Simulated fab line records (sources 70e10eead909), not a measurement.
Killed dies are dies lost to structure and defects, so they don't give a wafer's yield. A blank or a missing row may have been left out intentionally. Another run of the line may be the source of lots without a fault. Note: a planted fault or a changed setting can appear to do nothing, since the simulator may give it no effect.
fab line records    flow nand-harc
record lots=6  wafers=18  last-day=24
route steps=1159 shown A_BONDPAD@1076 END@1159
lots that met no fault: taken from a fault-free run of the same line
start-h: hours from the record's first day to the start of the lot's first wafer shown    wait-h: how many hours have passed since the lot's step before this one    " same as the row above    L1.1+2: a row that stands for several wafers    - value missing, or start not given    * or withheld: withheld    < > ~ a bound
route shown NAME@n: a module of which the file shows steps, and the number in the route of the first    usual: mean/standard deviation taken from wafers without a fault    same: alike in all rows    chamber/n: place in a boat    sites: the reading at each site    _std_site: their standard deviation    _edge_site: the outer-site mean with the inner-site mean subtracted    radius-mm: for every site, how far away it sits from the centre of the wafer    mask NAME#n: copy n    behind: the tool/chamber that last shaped the wafer    hold: reason for holding the lot/hours on hold/outcome of the hold    device: the n, p or np transistor that did not switch    end of line: the same wafers' tests at the end of the route    step lacking rows: just its recipe    killed: not the wafer's yield, but the dies lost to structure and defects at the first sort    map: dies across one wafer; x = killed, . = not, _ = none there
set.NAME: the setting the step ran with; set.NAME@STEP: the setting that earlier step ran with    model.NAME: the simulator's own value behind a step, which no gauge read
lots at selected steps of the route; one table per step, one row per wafer
services: the hour from which a tool's chamber was out of use, counted from the record's first day as start-h (under 0 if before that day), plus the number of hours and why
## steps
# step NHARC_A_BONDPAD_ETCH_34
# recipe target-depth-a=600  overetch-a=180  time-s=65.91  ion-energy-ev=200  n2-flow-sccm=150  h2-flow-sccm=150  ar-flow-sccm=0  rf-w=400  bias-w=150  chemistry=N2/H2
# step NHARC_A_BONDPAD_ETCH_12
# recipe target-depth-a=2200  time-s=110  chf3-flow-sccm=50  o2-flow-sccm=10  ar-flow-sccm=200  rf-w=500  bias-w=200  chemistry=CHF3/O2
# usual drypump-motor-current-A=5.8/0.5  oes-product-au=0.938/0.022  rf-vpp-V=372.0/2.2  showerhead-plenum-p-Torr=2.46/0.093  throttle-valve-pct=20.571/0.01
lot.wafer  tool         chamber  start-h  wait-h  drypump-motor-current-A  oes-product-au  rf-hours-counter-h  rf-vpp-V  showerhead-plenum-p-Torr  throttle-valve-pct
L819.2     rie-diel-06  3        -        -       5.8                      0.970           6                   372.4     2.51                      20.569
L819.4     "            2        "        "       6.0                      0.966           6                   371.2     2.42                      20.559
L819.5     "            3        "        "       5.9                      0.959           -                   372.2     2.51                      20.573
L820.1     rie-diel-02  2        -        -       5.5                      0.925           15                  367.7     2.24                      20.559
L820.4     "            3        "        "       5.8                      0.919           16                  372.0     2.50                      20.574
L820.6     "            2        "        "       5.5                      0.919           -                   368.6     2.24                      20.575
L822.4     rie-diel-06  1        -        -       6.5                      0.945           6                   374.0     2.53                      20.555
L822.2     "            2        "        "       6.0                      0.945           6                   371.2     2.42                      20.579
L822.1     "            3        "        "       5.8                      0.961           6                   373.2     2.51                      20.573
L838.2     rie-diel-06  1        -        -       6.6                      0.933           4                   373.8     2.53                      20.574
L838.4     "            2        "        "       6.1                      0.925           3                   371.1     2.42                      20.572
L838.6     "            1        "        "       6.6                      0.929           -                   374.1     2.53                      20.585
L841.4     rie-diel-02  1        -        -       4.9                      0.928           6                   372.6     2.44                      20.531
L841.1     "            2        "        "       5.5                      0.925           5                   367.9     2.24                      20.576
L841.5     "            0        "        "       6.3                      0.925           -                   373.1     2.52                      20.572
L839.1     rie-diel-02  1        -        -       4.9                      0.920           6                   371.6     2.44                      20.588
L839.6     "            0        "        "       6.3                      0.926           -                   373.7     2.52                      20.560
L839.5     "            1        "        "       4.9                      0.924           -                   371.2     2.44                      20.579
# step NHARC_A_BONDPAD_CD_MEAS_13
# usual cd-nm=499.3/1.4
lot.wafer  tool       chamber  start-h  wait-h  cd-nm
L819.2     cd-sem-03  -        411.24   -       498.1
L819.4     "          -        "        "       499.6
L819.5     "          -        "        "       499.1
L820.1     cd-sem-02  -        412.10   -       500.2
L820.4     "          -        "        "       500.0
L820.6     "          -        "        "       499.5
L822.1     cd-sem-01  -        414.31   -       499.4
L822.2     "          -        "        "       499.1
L822.4     "          -        "        "       499.4
L838.2     cd-sem-03  -        521.25   -       497.9
L838.4     "          -        "        "       499.5
L838.6     "          -        "        "       500.7
L841.1     cd-sem-01  -        540.19   -       499.6
L841.4     "          -        "        "       500.4
L841.5     "          -        "        "       499.1
L839.1     cd-sem-03  -        542.80   -       499.4
L839.5     "          -        "        "       499.7
L839.6     "          -        "        "       500.3
# step NHARC_A_BONDPAD_STRIP_15
# recipe o2-flow-sccm=500  ar-flow-sccm=0  bias-w=0  chemistry=O2
# usual drypump-motor-current-A=5.9/0.45  oes-product-au=0.999/0.0076  rf-vpp-V=58.1/0.96  showerhead-plenum-p-Torr=3.64/0.11  throttle-valve-pct=17.037/0.0088
lot.wafer  tool         chamber  start-h  wait-h  drypump-motor-current-A  oes-product-au  rf-hours-counter-h  rf-vpp-V  showerhead-plenum-p-Torr  throttle-valve-pct
L819.2     rie-diel-06  1        411.34   0.1     6.6                      0.978           5                   58.8      3.71                      17.038
L819.4     "            3        "        "       5.8                      0.988           6                   57.1      3.68                      17.032
L819.5     "            0        "        "       5.8                      0.992           -                   59.3      3.71                      17.051
L820.1     rie-diel-06  3        412.21   0.1     5.9                      0.991           6                   58.2      3.68                      17.045
L820.4     "            0        "        "       5.8                      0.999           6                   57.5      3.71                      17.026
L820.6     "            1        "        "       6.6                      0.989           -                   58.4      3.71                      17.023
L822.2     rie-diel-06  1        414.41   0.1     6.5                      0.995           6                   57.5      3.71                      17.033
L822.1     "            2        "        "       6.0                      0.984           6                   58.4      3.56                      17.034
L822.4     "            3        "        "       5.9                      1.006           6                   58.9      3.68                      17.041
L838.4     rie-diel-06  0        521.32   0.1     5.8                      0.990           4                   59.5      3.70                      17.038
L838.2     "            3        "        "       5.9                      0.994           3                   58.1      3.68                      17.034
L838.6     "            1        "        "       6.5                      1.008           -                   58.8      3.71                      17.042
L841.4     rie-diel-02  2        540.26   0.1     5.5                      1.005           5                   56.5      3.29                      17.044
L841.1     "            3        "        "       5.8                      1.003           5                   59.0      3.65                      17.041
L841.5     "            2        "        "       5.5                      1.002           -                   57.6      3.29                      17.034
L839.1     rie-diel-02  0        542.89   0.1     6.3                      0.998           5                   57.4      3.70                      17.031
L839.6     "            3        "        "       5.8                      1.002           -                   56.7      3.65                      17.039
L839.5     "            0        "        "       6.3                      1.000           -                   59.5      3.70                      17.025
# step NHARC_A_BONDPAD_ETCH_24
# recipe target-depth-a=300  over-etch-frac=0.3  time-s=72.99  ion-energy-ev=150  cf4-flow-sccm=50  n2-flow-sccm=100  ar-flow-sccm=150  rf-w=300  bias-w=100  chemistry=CF4/N2
# usual drypump-motor-current-A=5.9/0.47  oes-product-au=0.999/0.0078  rf-vpp-V=315.4/1.8  showerhead-plenum-p-Torr=2.70/0.09  throttle-valve-pct=19.794/0.0096
lot.wafer  tool         chamber  start-h  wait-h  drypump-motor-current-A  oes-product-au  rf-hours-counter-h  rf-vpp-V  showerhead-plenum-p-Torr  throttle-valve-pct
L819.4     rie-diel-06  2        -        -       6.0                      0.998           6                   314.9     2.65                      19.821
L819.2     "            3        "        "       5.8                      0.998           6                   315.1     2.74                      19.789
L819.5     "            2        "        "       6.1                      0.991           -                   315.4     2.65                      19.786
L820.4     rie-diel-06  1        -        -       6.5                      0.984           5                   315.5     2.76                      19.792
L820.1     "            2        "        "       6.0                      0.981           6                   314.1     2.65                      19.786
L820.6     "            1        "        "       6.5                      0.996           -                   316.7     2.76                      19.791
L822.1     rie-diel-06  2        -        -       6.0                      0.983           6                   315.5     2.65                      19.782
L822.2     "            3        "        "       5.8                      0.986           6                   316.1     2.74                      19.793
L822.4     "            0        "        "       5.8                      0.994           6                   316.3     2.76                      19.801
L838.2     rie-diel-06  1        -        -       6.6                      1.005           4                   317.0     2.76                      19.798
L838.4     "            3        "        "       5.8                      1.004           3                   316.2     2.74                      19.781
L838.6     "            0        "        "       5.8                      1.003           -                   316.5     2.76                      19.773
L841.4     rie-diel-02  0        -        -       6.3                      0.996           5                   317.8     2.75                      19.783
L841.1     "            2        "        "       5.5                      1.010           5                   311.9     2.45                      19.794
L841.5     "            1        "        "       4.9                      0.997           -                   316.0     2.66                      19.794
L839.1     rie-diel-02  0        -        -       6.3                      0.999           5                   316.4     2.75                      19.784
L839.6     "            2        "        "       5.5                      1.001           -                   310.8     2.45                      19.790
L839.5     "            3        "        "       5.8                      1.000           -                   315.7     2.72                      19.795
# step NHARC_A_BONDPAD_STRIP_16
# recipe time-s=600  temp-c=30  chemistry=post-etch-residue-remover
# step NHARC_A_BONDPAD_DEGAS_25
# recipe temp-c=300  time-s=60
# usual heater-power-w=470/54
lot.wafer  tool            chamber  start-h  wait-h  heater-power-w
L819.4     pvd-sputter-02  -        411.88   -       415
L819.2     "               -        "        "       492
L819.5     "               -        "        "       410
L820.4     pvd-sputter-03  -        412.74   -       471
L820.1     "               -        "        "       524
L820.6     "               -        "        "       510
L822.2     pvd-sputter-03  -        414.95   -       470
L822.4     "               -        "        "       494
L822.1     "               -        "        "       588
L838.4     pvd-sputter-02  -        521.88   -       446
L838.2     "               -        "        "       423
L838.6     "               -        "        "       416
L841.4     pvd-sputter-01  -        540.83   -       411
L841.1     "               -        "        "       444
L841.5     "               -        "        "       423
L839.1     pvd-sputter-03  -        543.48   -       496
L839.6     "               -        "        "       587
L839.5     "               -        "        "       483
# step NHARC_A_BONDPAD_PRE_CLEAN_26
# recipe time-s=30  temp-c=280  gas=H2/He
# step NHARC_A_BONDPAD_PVD_17
# recipe target-thk-a=50  bias-v=168.6  power-w=15000  chamber-pressure-pa=0.12  time-s=8.06  substrate-temp-c=50  material=TaN
# step NHARC_A_BONDPAD_PVD_27
# recipe target-thk-a=300  chamber-pressure-pa=5  power-w=5000  substrate-temp-c=30  time-s=20.49  material=Cu
# usual throttle-valve-pct=30.6/0.95
lot.wafer  tool            chamber  start-h  wait-h  throttle-valve-pct
L819.2     pvd-sputter-02  -        -        -       30.6
L819.4     "               -        "        "       28.9
L819.5     "               -        "        "       30.2
L820.1     pvd-sputter-03  -        -        -       30.6
L820.4     "               -        "        "       30.7
L820.6     "               -        "        "       31.4
L822.4     pvd-sputter-03  -        -        -       31.3
L822.1     "               -        "        "       30.6
L822.2     "               -        "        "       30.4
L838.4     pvd-sputter-02  -        -        -       30.3
L838.2     "               -        "        "       30.5
L838.6     "               -        "        "       28.5
L841.4     pvd-sputter-01  -        -        -       31.2
L841.1     "               -        "        "       28.2
L841.5     "               -        "        "       31.5
L839.1     pvd-sputter-03  -        -        -       31.5
L839.5     "               -        "        "       31.0
L839.6     "               -        "        "       30.7
# step NHARC_A_BONDPAD_ECD_18
# recipe target-thk-a=4000  bath-temp-c=25  material=Cu
# step NHARC_A_BONDPAD_ANNEAL_28
# recipe temp-c=225  time-s=90
# step NHARC_A_BONDPAD_CMP_19
# recipe t-overpolish-s=30  cu-recess-touch-s=16  target-thk-nm=169.8
# usual cu-recess-touch-s=16/0  edge-zone-pressure-frac=1.000/0.0051  motor-current-A=12.1/1.3  overpolish-run-s=30.001/0.0085
lot.wafer  tool    chamber  start-h  wait-h  cu-recess-touch-s  edge-zone-pressure-frac  motor-current-A  overpolish-run-s
L819.2     cmp-04  1        413.02   -       16                 1.006                    11.2             30.016
L819.4     "       2        "        "       16                 1.003                    14.5             30.000
L819.5     "       0        "        "       16                 1.005                    12.9             29.986
L820.4     cmp-04  2        413.81   -       -                  -                        -                -
L820.1     "       3        "        "       -                  -                        -                -
L820.6     "       2        "        "       -                  -                        -                -
L822.1     cmp-04  3        416.74   -       -                  -                        -                -
L822.2     "       0        "        "       -                  -                        -                -
L822.4     "       1        "        "       -                  -                        -                -
L838.2     cmp-01  2        523.04   -       16                 1.006                    10.7             29.991
L838.4     "       3        "        "       16                 0.999                    13.4             29.982
L838.6     "       2        "        "       16                 1.007                    10.9             30.005
L841.1     cmp-04  3        541.94   -       16                 0.997                    11.1             30.002
L841.4     "       1        "        "       16                 1.001                    11.5             30.011
L841.5     "       3        "        "       16                 1.001                    10.9             29.999
L839.1     cmp-01  2        544.63   -       16                 0.994                    10.3             29.992
L839.6     "       1        "        "       16                 0.997                    11.3             30.008
L839.5     "       2        "        "       16                 0.998                    11.2             29.999
# step NHARC_A_BONDPAD_THK_MEAS_20
# recipe thk-meas-gauge=xrf
# usual thk-nm=169.7/1.4
lot.wafer  tool           chamber  start-h  wait-h  thk-nm
L819.2     film-metro-01  -        413.31   -       168.8
L819.4     "              -        "        "       170.3
L819.5     "              -        "        "       169.7
L820.1     film-metro-01  -        414.14   0.3     398.0
L820.4     "              -        "        "       400.6
L820.6     "              -        "        "       403.0
L822.1     film-metro-02  -        417.03   0.3     401.3
L822.2     "              -        "        "       403.3
L822.4     "              -        "        "       401.1
L838.2     film-metro-01  -        523.34   -       169.2
L838.4     "              -        "        "       169.8
L838.6     "              -        "        "       168.1
L841.1     film-metro-02  -        542.23   -       168.4
L841.4     "              -        "        "       170.6
L841.5     "              -        "        "       169.5
L839.1     film-metro-02  -        544.93   -       170.2
L839.5     "              -        "        "       167.8
L839.6     "              -        "        "       169.2
# step NHARC_A_BONDPAD_SRD_21
# recipe time-s=30  temp-c=23  dry-time-s=20  spin-rpm=1500
# step NHARC_A_BONDPAD_INSPECT_23
# usual raw-defect-count=431/120
lot.wafer  tool               chamber  start-h  wait-h  raw-defect-count
L819.2     defect-inspect-01  -        413.54   0.0     430
L819.4     "                  -        "        "       531
L819.5     "                  -        "        "       399
L820.1     defect-inspect-02  -        414.39   0.1     3268
L820.4     "                  -        "        "       3319
L820.6     "                  -        "        "       3291
L822.1     defect-inspect-02  -        417.23   0.0     3362
L822.2     "                  -        "        "       3272
L822.4     "                  -        "        "       3177
L838.2     defect-inspect-02  -        523.56   0.0     484
L838.4     "                  -        "        "       304
L838.6     "                  -        "        "       453
L841.1     defect-inspect-02  -        542.43   0.0     359
L841.4     "                  -        "        "       399
L841.5     "                  -        "        "       296
L839.1     defect-inspect-02  -        545.13   0.0     277
L839.5     "                  -        "        "       304
L839.6     "                  -        "        "       248
# step NHARC_END_SORT_01
# recipe temp-c=25
# usual defect-limited-yield=95.1/1.6  killed-at-array=29/11  killed-at-other=0.6/0.92  killed-at-periphery=3.2/2  killed-dies=33/11  killed-open=3.2/2  killed-short=1.9/1.5  sort_bin_2_pct=1.6/0.67  sort_bin_3_pct=0.26/0.22  sort_bin_4_pct=3.1/1.1  sort-n-pass=644/11  sort-rim-yield-pct=96.3/2.5  sort-yield-pct=95.1/1.6
# same gross-dies=677  sort_bin_5_pct[%]=0  sort_bin_6_pct[%]=0  sort_bin_7_pct[%]=0  sort_bin_8_pct[%]=0  sort-rim-n-gross=106.00
lot.wafer  tool       chamber  start-h  wait-h  defect-limited-yield[%]  killed-at-array  killed-at-other  killed-at-periphery  killed-dies  killed-open  killed-short  sort_bin_2_pct[%]  sort_bin_3_pct[%]  sort_bin_4_pct[%]  sort-n-pass  sort-rim-yield-pct[%]  sort-yield-pct[%]
L822.1     prober-01  0        453.77   2.5     0                        677              0                0                    677          3            2             1.5                95.86              2.7                0            0                      0
L822.2     prober-01  0        454.56   2.8     0                        675              1                1                    677          5            1             0.6                97.05              2.4                0            0                      0
L822.4     prober-01  0        456.14   3.4     0                        675              0                2                    677          7            1             0.9                96.31              2.8                0            0                      0
L820.1     prober-02  0        459.46   2.5     0                        675              0                2                    677          2            3             0.9                97.05              2.1                0            0                      0
L820.4     prober-02  0        461.82   3.4     0                        671              2                4                    677          6            3             0.9                96.75              2.4                0            0                      0
L820.6     prober-02  0        463.39   3.9     0                        673              0                4                    677          2            1             1.6                95.72              2.7                0            0                      0
# killed by level:class
L822.1 A_BONDPAD:area-cmp=648 A_CHANNEL_HOLE_D1:chamber-film-flake=17 A_M0:geometric-particle:open=3 A_WL_FILL:chamber-film-flake=2 A_CONTACT:chamber-film-flake=2 A_CHANNEL_HOLE_D1:geometric-particle:short=1 A_CONTACT:geometric-particle:short=1 A_CHANNEL_FILL_D1:chamber-film-flake=1
L822.2 A_BONDPAD:area-cmp=657 A_CHANNEL_HOLE_D1:chamber-film-flake=11 A_ONON_D1:geometric-particle:open=2 A_CONTACT:geometric-particle:open=2 P_M0:geometric-particle:open=1 A_M1:geometric-particle:short=1 A_STAIRCASE:chamber-film-flake=1 A_CONTACT:chamber-film-flake=1
L822.4 A_BONDPAD:area-cmp=652 A_CHANNEL_HOLE_D1:chamber-film-flake=14 A_CONTACT:geometric-particle:open=4 P_M0:geometric-particle:open=1 A_STAIRCASE:geometric-particle:short=1 A_WL_FILL:geometric-particle:open=1 A_M1:geometric-particle:open=1 P_ZERO_WELL:chamber-film-flake=1
L820.1 A_BONDPAD:area-cmp=657 A_CHANNEL_HOLE_D1:chamber-film-flake=8 A_ONON_D1:geometric-particle:short=2 A_STAIRCASE:chamber-film-flake=2 A_CONTACT:chamber-film-flake=2 P_M0:geometric-particle:open=1 A_WL_FILL:geometric-particle:short=1 A_BLC:geometric-particle:open=1
L820.4 A_BONDPAD:area-cmp=654 A_CHANNEL_HOLE_D1:chamber-film-flake=10 A_M0:geometric-particle:open=2 A_STAIRCASE:chamber-film-flake=2 P_M0:geometric-particle:open=1 P_M1:geometric-particle:short=1 P_M2:geometric-particle:open=1 A_WL_FILL:geometric-particle:short=1
L820.6 A_BONDPAD:area-cmp=648 A_CHANNEL_HOLE_D1:chamber-film-flake=17 A_STAIRCASE:chamber-film-flake=4 P_GATE:chamber-film-flake=2 P_M0:geometric-particle:open=1 P_M2:geometric-particle:open=1 A_WL_FILL:geometric-particle:short=1 A_ZERO_WELL:chamber-film-flake=1
# map L820.1 (x killed, . not)
____________x____________
_________xxxxxxx_________
_______xxxxxxxxxxx_______
______xxxxxxxxxxxxx______
_____xxxxxxxxxxxxxxx_____
____xxxxxxxxxxxxxxxxx____
____xxxxxxxxxxxxxxxxx____
___xxxxxxxxxxxxxxxxxxx___
___xxxxxxxxxxxxxxxxxxx___
__xxxxxxxxxxxxxxxxxxxxx__
__xxxxxxxxxxxxxxxxxxxxx__
_xxxxxxxxxxxxxxxxxxxxxxx_
_xxxxxxxxxxxxxxxxxxxxxxx_
_xxxxxxxxxxxxxxxxxxxxxxx_
_xxxxxxxxxxxxxxxxxxxxxxx_
_xxxxxxxxxxxxxxxxxxxxxxx_
xxxxxxxxxxxxxxxxxxxxxxxxx
xxxxxxxxxxxxxxxxxxxxxxxxx
xxxxxxxxxxxxxxxxxxxxxxxxx
xxxxxxxxxxxxxxxxxxxxxxxxx
xxxxxxxxxxxxxxxxxxxxxxxxx
_xxxxxxxxxxxxxxxxxxxxxxx_
_xxxxxxxxxxxxxxxxxxxxxxx_
_xxxxxxxxxxxxxxxxxxxxxxx_
_xxxxxxxxxxxxxxxxxxxxxxx_
_xxxxxxxxxxxxxxxxxxxxxxx_
__xxxxxxxxxxxxxxxxxxxxx__
__xxxxxxxxxxxxxxxxxxxxx__
___xxxxxxxxxxxxxxxxxxx___
___xxxxxxxxxxxxxxxxxxx___
____xxxxxxxxxxxxxxxxx____
____xxxxxxxxxxxxxxxxx____
_____xxxxxxxxxxxxxxx_____
______xxxxxxxxxxxxx______
_______xxxxxxxxxxx_______
_________xxxxxxx_________
____________x____________
# map L822.1 (x killed, . not)
____________x____________
_________xxxxxxx_________
_______xxxxxxxxxxx_______
______xxxxxxxxxxxxx______
_____xxxxxxxxxxxxxxx_____
____xxxxxxxxxxxxxxxxx____
____xxxxxxxxxxxxxxxxx____
___xxxxxxxxxxxxxxxxxxx___
___xxxxxxxxxxxxxxxxxxx___
__xxxxxxxxxxxxxxxxxxxxx__
__xxxxxxxxxxxxxxxxxxxxx__
_xxxxxxxxxxxxxxxxxxxxxxx_
_xxxxxxxxxxxxxxxxxxxxxxx_
_xxxxxxxxxxxxxxxxxxxxxxx_
_xxxxxxxxxxxxxxxxxxxxxxx_
_xxxxxxxxxxxxxxxxxxxxxxx_
xxxxxxxxxxxxxxxxxxxxxxxxx
xxxxxxxxxxxxxxxxxxxxxxxxx
xxxxxxxxxxxxxxxxxxxxxxxxx
xxxxxxxxxxxxxxxxxxxxxxxxx
xxxxxxxxxxxxxxxxxxxxxxxxx
_xxxxxxxxxxxxxxxxxxxxxxx_
_xxxxxxxxxxxxxxxxxxxxxxx_
_xxxxxxxxxxxxxxxxxxxxxxx_
_xxxxxxxxxxxxxxxxxxxxxxx_
_xxxxxxxxxxxxxxxxxxxxxxx_
__xxxxxxxxxxxxxxxxxxxxx__
__xxxxxxxxxxxxxxxxxxxxx__
___xxxxxxxxxxxxxxxxxxx___
___xxxxxxxxxxxxxxxxxxx___
____xxxxxxxxxxxxxxxxx____
____xxxxxxxxxxxxxxxxx____
_____xxxxxxxxxxxxxxx_____
______xxxxxxxxxxxxx______
_______xxxxxxxxxxx_______
_________xxxxxxx_________
____________x____________
## services
tool            chamber  start-h  hours  kind
cmp-01          -        387.49   44.4   repair
pvd-sputter-02  -        392.05   10.0   pm
rie-diel-06     0        397.20   -      clean
cmp-04          -        399.00   4.0    pm
rie-diel-06     -        418.20   9.0    pm
cmp-04          -        424.51   1.5    repair
pvd-sputter-03  -        436.57   2.1    repair
cmp-04          -        446.26   0.6    repair
cmp-01          -        449.32   4.0    repair
pvd-sputter-03  -        450.87   2.6    repair
cmp-01          -        453.65   1.5    repair
pvd-sputter-03  -        458.00   10.0   pm
cmp-01          -        473.53   4.0    pm
rie-diel-06     2        476.77   9.8    repair
rie-diel-06     3        486.27   12.7   repair
rie-diel-02     2        490.18   1.7    repair
cmp-04          -        497.04   4.0    pm
rie-diel-02     -        504.79   9.0    pm
rie-diel-02     0        513.83   1.9    repair
cmp-04          -        514.07   4.3    repair
pvd-sputter-02  -        517.48   4.4    repair
pvd-sputter-01  -        517.96   10.0   pm
rie-diel-06     -        537.05   15.3   repair
cmp-04          -        543.27   0.8    repair
## key
first-sign step=NHARC_A_BONDPAD_CMP_19  reading=tool-record  direction=missing
effect step=NHARC_A_BONDPAD_THK_MEAS_20  reading=thk-nm  direction=up  sigmas=99+  usual=169.7  struck=401.2
effect step=NHARC_A_BONDPAD_INSPECT_23  reading=raw-defect-count  direction=up  sigmas=25  usual=431  struck=3282
effect step=NHARC_END_SORT_01  reading=sort_bin_3_pct  direction=up  sigmas=99+  usual=0.26  struck=96.45
more-kills-born-at NHARC_A_BONDPAD_CMP_19@cmp-04=3916
met-at NHARC_A_BONDPAD_CMP_19
struck-wafers L820.1,L820.4,L820.6,L822.1,L822.2,L822.4
later-rows-left-out L820.1,L820.4,L820.6,L822.1,L822.2,L822.4
onset-between 413.02 413.81
fault kind=skipped-step-whole  tool=cmp-04  chamber=-  onset-h=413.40  steps=NHARC_A_BONDPAD_CMP_19  scope=struck-lots-only
# later-rows-left-out: the simulator's readings of these wafers behind a module that went badly wrong aren't trusted and aren't shown, but for the sort
